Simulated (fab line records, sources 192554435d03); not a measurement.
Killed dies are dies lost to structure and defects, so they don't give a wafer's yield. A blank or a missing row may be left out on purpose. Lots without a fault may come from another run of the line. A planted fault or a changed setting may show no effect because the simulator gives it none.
fab line records | flow n5_finfet
record lots=9 wafers=27 last_day=18
route steps=1938 shown BEOL_M1@773 BEOL_M4@1111
lots that met no fault: from a run of the same line without faults
start_h: hours from the record's first day to the start of the lot's first wafer shown | wait_h: hours since the lot's step before | " the same as in the row above | L1.1+2: a row that stands for several wafers | - no value, or no start given | * or withheld: withheld | < > ~ a bound
route shown NAME@n: a module of which the file shows steps, and the number in the route of the first | usual: mean/standard deviation of fault-free wafers | same: alike in all rows | chamber/n: place in a boat | sites: the reading at each site | _std_site: their standard deviation | _edge_site: outer sites' mean less inner sites' | radius_mm: how far each site lies from the wafer's centre | mask NAME#n: copy n | behind: the tool/chamber that last shaped the wafer | hold: why the lot was held/for how many hours/how that ended | device: the transistor (n, p or np) that didn't switch | end of line: the same wafers' tests at the end of the route | a step without rows: its recipe alone | killed: dies lost to structure and defects at the first sort, not the wafer's yield | map: a wafer's dies, x killed, . not, _ none there
set.NAME: the setting as run; set.NAME@STEP: as run at that earlier step | model.NAME: the simulator's own value behind a step, which no gauge read
steps of the route over a sample of lots; a table a step, a row a wafer
services: from which hour (start_h, from the record's first day; less than 0 if before it) a tool's chamber was out of use, for how many hours, and why
## steps
# step N5_BEOL_M1_STRIP_66
# recipe chemistry=CF4 resist=SiARC power_w=300 bias_power_w=75 pressure_mtorr=50 cf4_flow_sccm=150 rf_frequency_hz=6e+07
# usual drypump_motor_current_A=5.9/0.54 oes_product_au=0.76/0.084 rf_vpp_V=271.4/1.3 showerhead_plenum_p_Torr=1.80/0.051 throttle_valve_pct=13.57/0.24
# columns lot.wafer tool chamber start_h wait_h drypump_motor_current_A oes_product_au rf_hours_counter_h rf_vpp_V showerhead_plenum_p_Torr throttle_valve_pct
L919.1 rie_diel-02 1 128.01 0.0 6.3 0.83 48 271.5 1.84 13.22
L919.3 " 3 " " 6.2 0.70 213 270.8 1.85 13.64
L919.4 " 2 " " 5.9 0.71 222 269.6 1.69 13.52
L920.1 rie_diel-03 2 128.46 0.0 6.0 0.68 248 271.5 1.83 13.95
L920.4 " 0 " " 5.9 0.67 249 268.9 1.75 14.10
L920.6 " 1 " " 5.3 0.74 - 270.9 1.80 13.90
L922.3 rie_diel-02 1 137.46 0.0 6.3 0.83 50 271.8 1.84 13.24
L922.5 " 0 " " 5.2 0.71 - 272.1 1.85 13.72
L922.6 " 3 " " 6.2 0.69 - 271.9 1.85 13.65
L929.1 rie_diel-03 0 190.30 0.0 5.9 0.93 16 270.5 1.75 13.52
L929.2 " 1 " " 5.3 0.71 181 271.1 1.80 13.98
L929.5 " 1 " " 5.4 0.72 - 270.4 1.80 13.97
L937.2 rie_diel-05 3 228.44 0.0 5.9 0.70 185 273.1 1.84 13.82
L937.3 " 2 " " 6.6 0.73 172 272.2 1.78 13.57
L937.5 " 1 " " 5.3 0.96 - 272.5 1.82 13.26
L938.2 rie_diel-05 1 238.66 0.0 5.3 0.94 6 272.3 1.82 13.28
L938.5 " 2 " " 6.6 0.74 - 271.1 1.78 13.56
L938.6 " 1 " " 5.3 0.94 - 271.5 1.82 13.27
L939.2 rie_diel-03 2 246.29 0.0 6.0 0.92 24 271.3 1.82 13.44
L939.4 " 0 " " 5.9 0.90 34 270.3 1.74 13.55
L939.5 " 2 " " 6.0 0.93 - 272.5 1.82 13.42
L940.1 rie_diel-02 1 256.32 0.0 6.3 0.79 87 271.6 1.83 13.30
L940.2 " 2 " " 5.9 0.92 5 273.2 1.89 13.04
L940.3 " 3 " " 6.2 0.67 247 272.0 1.84 13.72
L941.3 rie_diel-05 1 257.46 0.0 5.3 0.92 11 270.5 1.82 13.29
L941.5 " 1 " " 5.3 0.93 - 271.7 1.82 13.29
L941.6 " 0 " " 6.6 0.73 - 270.0 1.71 13.33
# step N5_BEOL_M1_ETCH_41
# recipe chemistry=CH3F/O2 target=SiCN target_depth_a=319 taper_deg=2 time_s=57.8 ion_energy_ev=120 mask_material=TiN pressure_mtorr=30 source_w=395 bias_w=75 Ar_flow_sccm=150 CH3F_flow_sccm=30 O2_flow_sccm=20
# usual drypump_motor_current_A=5.8/0.55 oes_product_au=0.77/0.093 rf_vpp_V=297.7/1.4 showerhead_plenum_p_Torr=2.03/0.054 throttle_valve_pct=16.35/0.23
# same time_s=57.8
# columns lot.wafer tool chamber start_h wait_h drypump_motor_current_A oes_product_au rf_hours_counter_h rf_vpp_V showerhead_plenum_p_Torr throttle_valve_pct
L919.1 rie_diel-05 2 129.60 - 6.6 0.76 140 298.5 2.00 16.26
L919.3 " 0 " " 6.6 0.76 139 295.5 1.95 16.12
L919.4 " 2 " " 6.6 0.76 - 296.7 2.00 16.23
L920.1 rie_diel-05 2 132.73 - 6.6 0.76 141 298.0 2.00 16.25
L920.4 " 1 " " 5.3 0.71 - 299.2 2.06 16.52
L920.6 " 2 " " 6.6 0.76 - 298.3 2.00 16.25
L922.3 rie_diel-02 0 141.31 - 5.2 0.71 216 299.1 2.06 16.38
L922.5 " 1 " " 6.3 0.84 - 297.4 2.03 15.90
L922.6 " 0 " " 5.2 0.71 - 298.7 2.06 16.37
L929.1 rie_diel-02 1 194.47 - 6.3 1.06 68 299.3 2.03 15.94
L929.2 " 2 " " 5.9 0.70 243 296.3 1.91 16.41
L929.5 " 1 " " 6.3 0.81 - 297.2 2.03 15.93
L937.2 rie_diel-05 0 230.14 - 6.6 0.73 169 294.5 1.94 16.16
L937.3 " 2 " " 6.6 0.73 173 297.6 1.99 16.32
L937.5 " 2 " " 6.6 0.73 - 295.4 1.99 16.30
L938.2 rie_diel-03 0 245.39 - 6.0 0.91 34 296.0 1.96 16.40
L938.5 " 2 " " 6.0 0.94 - 298.6 2.06 16.35
L938.6 " 1 " " 5.3 0.73 - 298.1 1.99 16.73
L939.2 rie_diel-03 3 261.59 - 4.8 0.71 200 300.1 2.10 16.59
L939.4 " 2 " " 6.0 0.92 29 298.5 2.06 16.36
L939.5 " 0 " " 5.9 0.91 - 297.4 1.96 16.39
L940.1 rie_diel-03 2 266.25 - 6.0 0.92 29 298.7 2.06 16.35
L940.2 " 1 " " 5.3 0.72 206 296.0 1.99 16.75
L940.3 " 0 " " 5.9 0.90 40 295.3 1.96 16.39
L941.3 rie_diel-02 3 274.74 - 6.2 0.67 255 298.8 2.05 16.39
L941.5 " 2 " " 5.9 0.89 - 299.9 2.16 16.01
L941.6 " 3 " " 6.2 0.67 - 299.6 2.05 16.39
# step N5_BEOL_M1_ALD_84
# recipe material=TaN target_thk_a=* temp_c=275 ald_precursor_family=PDMAT ald_co_reactant=NH3 pressure_torr=3 carrier_flow_sccm=1500 pulse_time_s=2 purge_time_s=3 co_reactant_purge_time_s=2 co_reactant_pulse_time_s=3 ald_cycles=30 precursor_vessel_temp_c=75 precursor_vessel_pressure_torr=26.25 precursor_vessel_carrier_sccm=1000
# usual chamber_pressure_Torr=3.000/0.0071 heater_power_w=429/31
# same pulse_time_s=2
# columns lot.wafer tool chamber start_h wait_h chamber_pressure_Torr heater_power_w
L919.1 ald_metal-03 0 130.09 0.1 3.008 368
L919.3 " 2 " " 2.986 443
L919.4 " 1 " " 3.007 482
L920.1 ald_metal-01 1 133.76 0.1 2.987 426
L920.4 " 2 " " 3.013 442
L920.6 " 0 " " 2.998 451
L922.3 ald_metal-01 3 142.16 0.1 3.000 480
L922.5 " 1 " " 3.001 418
L922.6 " 0 " " 2.991 460
L929.1 ald_metal-03 2 194.90 0.0 2.998 431
L929.2 " 0 " " 2.997 380
L929.5 " 2 " " 3.006 427
L937.2 ald_metal-01 1 231.27 0.0 2.999 432
L937.3 " 0 " " 3.008 439
L937.5 " 2 " " 2.993 448
L938.2 ald_metal-03 0 246.05 0.2 3.001 384
L938.5 " 3 " " 3.004 398
L938.6 " 0 " " 2.989 381
L939.2 ald_metal-04 0 262.31 0.2 2.997 400
L939.4 " 3 " " 3.000 412
L939.5 " 0 " " 2.996 394
L940.1 ald_metal-01 0 266.80 0.0 3.007 444
L940.2 " 3 " " 2.994 485
L940.3 " 1 " " 3.011 434
L941.3 ald_metal-03 3 275.46 0.1 3.004 384
L941.5 " 0 " " 2.996 380
L941.6 " 3 " " 3.003 388
# step N5_BEOL_M1_SPUTTER_48
# recipe material=Cu target_thk_a=45 temp_c=-20 chamber_pressure_pa=0.07 power_w=withheld time_s=8.29
# usual throttle_valve_pct=29.7/1
# same time_s=8.29
# columns lot.wafer tool chamber start_h wait_h throttle_valve_pct
L919.1 pvd_sputter-02 - 130.59 0.1 30.2
L919.3 " - " " 29.7
L919.4 " - " " 29.0
L920.1 pvd_sputter-02 - 134.37 0.1 29.7
L920.4 " - " " 31.4
L920.6 " - " " 30.2
L922.3 pvd_sputter-02 - 142.80 0.2 29.0
L922.5 " - " " 31.4
L922.6 " - " " 30.4
L929.1 pvd_sputter-03 - 195.35 0.1 29.4
L929.2 " - " " 30.2
L929.5 " - " " 27.4
L937.2 pvd_sputter-03 - 231.93 0.2 27.5
L937.3 " - " " 29.5
L937.5 " - " " 31.3
L938.2 pvd_sputter-01 - 246.57 0.1 29.1
L938.5 " - " " 30.5
L938.6 " - " " 29.2
L939.2 pvd_sputter-02 - 264.52 1.5 30.1
L939.4 " - " " 31.7
L939.5 " - " " 30.1
L940.1 pvd_sputter-02 - 267.68 0.2 30.0
L940.2 " - " " 29.3
L940.3 " - " " 31.3
L941.3 pvd_sputter-03 - 276.15 0.2 31.5
L941.5 " - " " 27.3
L941.6 " - " " 30.1
# step N5_BEOL_M4_RC_MEAS_101
# usual DIBL_N=36.4/2.7 DIBL_P=36/3.2 IOFF_N=0.16/0.046 IOFF_P=0.21/0.055 ION_N=677/15 ION_P=464/11 SS_N=71.5/0.79 SS_P=73.3/0.93 VT_N=250/4.1 VT_P=-251/4.4
# columns lot.wafer tool chamber start_h wait_h DIBL_N[mV/V] DIBL_P[mV/V] IOFF_N[nA/um] IOFF_P[nA/um] ION_N[uA/um] ION_P[uA/um] SS_N[mV/dec] SS_P[mV/dec] VT_N[mV] VT_P[mV]
L919.1 prober-01 0 164.22 0.2 34.9 35 0.14 0.22 670 466 72.1 73.6 251 -247
L919.3 " 0 " " 36.4 37 0.18 0.26 683 472 72.4 73.2 247 -245
L919.4 " 0 " " 39.0 41 0.23 0.35 690 470 72.5 75.1 247 -240
L920.1 prober-02 0 166.53 0.0 37.0 35 0.16 0.21 680 467 71.0 73.8 249 -249
L920.4 " 0 " " 43.5 44 0.32 0.42 733 500 72.7 76.2 242 -240
L920.6 " 0 " " 39.5 38 0.22 0.29 692 479 71.5 73.5 244 -245
L922.3 prober-01 0 189.09 0.3 38.3 40 0.22 0.36 695 487 72.9 73.0 242 -239
L922.5 " 0 " " 37.2 38 0.19 0.28 691 478 72.2 73.6 245 -242
L922.6 " 0 " " 35.4 36 0.16 0.26 682 481 72.0 73.0 248 -243
L929.1 prober-02 0 238.22 0.0 36.4 37 0.16 0.22 677 468 71.0 74.2 247 -248
L929.2 " 0 " " 37.7 38 0.19 0.23 709 480 71.3 73.8 243 -249
L929.5 " 0 " " 36.7 36 0.15 0.19 672 457 71.5 73.1 251 -252
L937.2 prober-02 0 286.74 0.2 34.7 35 0.13 0.14 667 445 71.0 72.4 255 -255
L937.3 " 0 " " 37.8 41 0.18 0.22 671 450 72.3 73.9 251 -253
L937.5 " 0 " " 34.3 36 0.12 0.16 658 445 71.2 72.7 254 -258
L938.2 prober-02 0 293.20 0.2 36.9 38 0.17 0.24 689 475 71.3 74.3 247 -247
L938.5 " 0 " " 37.6 37 0.17 0.24 675 466 72.1 74.6 249 -248
L938.6 " 0 " " 37.0 36 0.17 0.22 676 454 71.6 74.0 248 -247
L939.2 prober-01 0 298.85 0.2 36.5 35 0.14 0.19 663 462 70.9 72.6 250 -251
L939.4 " 0 " " 32.8 31 0.10 0.14 659 453 70.5 72.4 256 -256
L939.5 " 0 " " 35.4 34 0.13 0.17 670 461 71.1 72.0 252 -255
L940.1 prober-02 0 316.62 0.0 36.8 37 0.19 0.23 697 475 71.2 72.9 246 -248
L940.2 " 0 " " 37.1 38 0.20 0.23 694 466 71.2 73.8 246 -253
L940.3 " 0 " " 37.0 38 0.17 0.23 673 466 71.6 74.1 247 -251
L941.3 prober-02 0 319.36 0.3 40.0 38 0.21 0.22 677 457 72.4 73.5 249 -253
L941.5 " 0 " " 36.7 34 0.14 0.16 659 448 71.2 72.5 253 -257
L941.6 " 0 " " 41.0 40 0.23 0.25 689 467 72.3 74.2 247 -252
## services
# columns tool chamber start_h hours kind
pvd_sputter-02 - 116.29 4.1 repair
rie_diel-05 3 120.53 12.2 repair
rie_diel-05 0 130.14 5.3 repair
rie_diel-03 0 130.43 - clean
rie_diel-03 0 130.43 - consumable_replace:focus_ring
rie_diel-03 0 130.43 18.5 scheduled_down
rie_diel-03 0 130.43 18.5 vent_cycle
pvd_sputter-03 - 137.19 0.5 repair
ald_metal-01 2 137.89 3.8 repair
rie_diel-02 - 145.77 0.3 repair
rie_diel-03 2 149.60 - clean
rie_diel-03 2 149.60 - consumable_replace:focus_ring
rie_diel-03 2 149.60 19.4 scheduled_down
rie_diel-03 2 149.60 19.4 vent_cycle
ald_metal-04 0 172.22 17.7 repair
pvd_sputter-01 - 172.98 11.1 repair
ald_metal-01 - 182.76 8.7 pm
ald_metal-04 1 188.14 11.8 repair
rie_diel-05 1 196.49 - clean
rie_diel-05 1 196.49 - consumable_replace:focus_ring
rie_diel-05 1 196.49 20.2 scheduled_down
rie_diel-05 1 196.49 20.2 vent_cycle
rie_diel-02 2 214.60 - clean
rie_diel-02 2 214.60 - consumable_replace:focus_ring
## key
first_sign step=N5_BEOL_M1_ETCH_41 reading=oes_product_au direction=up sigmas=3.1 usual=0.77 struck=1.06
effect none on later readings
met_at N5_BEOL_M1_ETCH_41
struck_lots L929
struck_wafers L929.1
not_acting_at N5_BEOL_M1_STRIP_66,N5_BEOL_M1_ALD_84,N5_BEOL_M1_SPUTTER_48
onset_between 141.31 194.47
fault kind=process_parameter_drift tool=rie_diel-02 chamber=- onset_h=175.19 steps=N5_BEOL_M1_ETCH_41 channel=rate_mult offset=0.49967 shape=step end_h=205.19 scope=struck_wafers_only
